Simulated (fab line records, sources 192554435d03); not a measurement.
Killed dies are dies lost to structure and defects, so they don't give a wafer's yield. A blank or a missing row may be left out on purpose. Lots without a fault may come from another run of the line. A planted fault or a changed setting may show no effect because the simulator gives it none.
Problem report in the 8D (eight disciplines) form, filled by code | flow n5_finfet | the parts of the form that need people (team, actions taken, sign-off) are left out

1. THE PROBLEM
raw_defect_count at N5_BEOL_M6_INSPECT_13 reads a mean of 1438 on 2 wafers of 2 lots; wafers without a fault read 384 with a standard deviation of 84. That is +13 standard deviations from the usual mean.
The step: inspects for defects (brightfield).
First seen on wafer L439.4, day 12 07:31, on defect_inspect-02. The record holds 32 wafers of 11 lots with a number at this step. Rule for "out", or "out of limits": more than 4 standard deviations from the usual mean. The other wafers with a number count as sound.

2. WHAT IT IS AND WHAT IT IS NOT
question                    | is                                   | is not
which readings at this step | raw_defect_count                     | -
which lots                  | L439, L443                           | L425, L426, L427, L429, L430, L436, L445, L447, L448
which wafers of those lots  | L439.4, L443.5                       | L439.6, L443.3, L443.6
read on which gauges        | defect_inspect-01, defect_inspect-02 | -
when                        | from day 12 07:31                    | up to then (19 sound wafers); but 11 sound wafers of L443, L445, L447, L448 came after

3. SUSPECTS, AND WHAT RULES EACH OUT
Counting: a tool at a process step up to the reading stays a suspect if it ran every lot that is out. Sound lots after the first of them don't rule it out here, since some wafers of a struck lot are sound.
- the gauge at N5_BEOL_M6_INSPECT_13: ruled out. The wafers that are out were read on 2 gauges (defect_inspect-01, defect_inspect-02).
- pecvd-04 at N5_BEOL_M6_ILD_DEP_00 (deposits SiCOH lowk from DEMS/porogen, target thk 179.75 nm, time 33.4 s): kept. It ran every lot that is out, first L439 (day 12 04:14); its last sound lot up to then is L429 (day 9 08:12).
- Within pecvd-04 at N5_BEOL_M6_ILD_DEP_00: the wafers that are out ran in chamber 1; their sound lot-mates ran in chamber 2.
Left after counting: pecvd-04 at N5_BEOL_M6_ILD_DEP_00.

4. THE CAUSE (what the simulator had put in)
Chamber particle source: pecvd-04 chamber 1, from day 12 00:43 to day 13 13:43, at N5_BEOL_M6_ILD_DEP_00. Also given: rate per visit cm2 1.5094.
Counting left only this tool.

5. THE CHAIN OF EFFECTS, in route order
Each row: a reading whose mean over the struck wafers that have a number lies more than 3 standard deviations from the usual. Only readings for which the record gives a usual standard deviation are gone through. hours: the time from each lot's start at the first step in this table that gives one to its start at this step, as a median over the lots. sigmas: the change in usual standard deviations.
hours | step                    | reading              | usual  | on struck wafers | change | sigmas
0     | N5_BEOL_M6_INSPECT_13   | raw_defect_count     | 384    | 1438             | +1054  | +13
2     | N5_BEOL_M6_INSPECT_30   | raw_defect_count     | 384    | 1454             | +1070  | +13
85    | N5_PASSIVATION_PROBE_49 | defect_limited_yield | 91.3 % | 79.4             | -11.9  | -7.9
85    | N5_PASSIVATION_PROBE_49 | killed_at_M4_up      | 13     | 159              | +146   | +28
85    | N5_PASSIVATION_PROBE_49 | killed_dies          | 102    | 244              | +142   | +7.9
85    | N5_PASSIVATION_PROBE_49 | sort_bin_5_function  | 5.1 %  | 11.9             | +6.8   | +6.9
85    | N5_PASSIVATION_PROBE_49 | sort_n_pass          | 1078   | 936              | -142   | -7.9
85    | N5_PASSIVATION_PROBE_49 | sort_yield_pct       | 91.3 % | 79.4             | -11.9  | -7.9
The process steps in it:
- N5_PASSIVATION_PROBE_49
Later measuring or inspecting steps at which every struck wafer that the step has a row for has a number for every such reading, and none has moved that far: N5_BEOL_M6_CD_MEAS_18.

6. WHAT WOULD HAVE CAUGHT IT SOONER
In this record the first reading out of limits at a measuring or inspecting step was taken at day 12 07:31, 7 hours after the fault began at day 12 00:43.
Of the tool readings at N5_BEOL_M6_ILD_DEP_00 for which the record gives a usual standard deviation, none was out on any struck wafer, so an alarm limit of 4 standard deviations on them would not have fired.
Of the lots that are out (2), L443 began N5_BEOL_M6_ILD_DEP_00 on pecvd-04 after day 12 07:31. A hold on the tool at that time would have spared it.
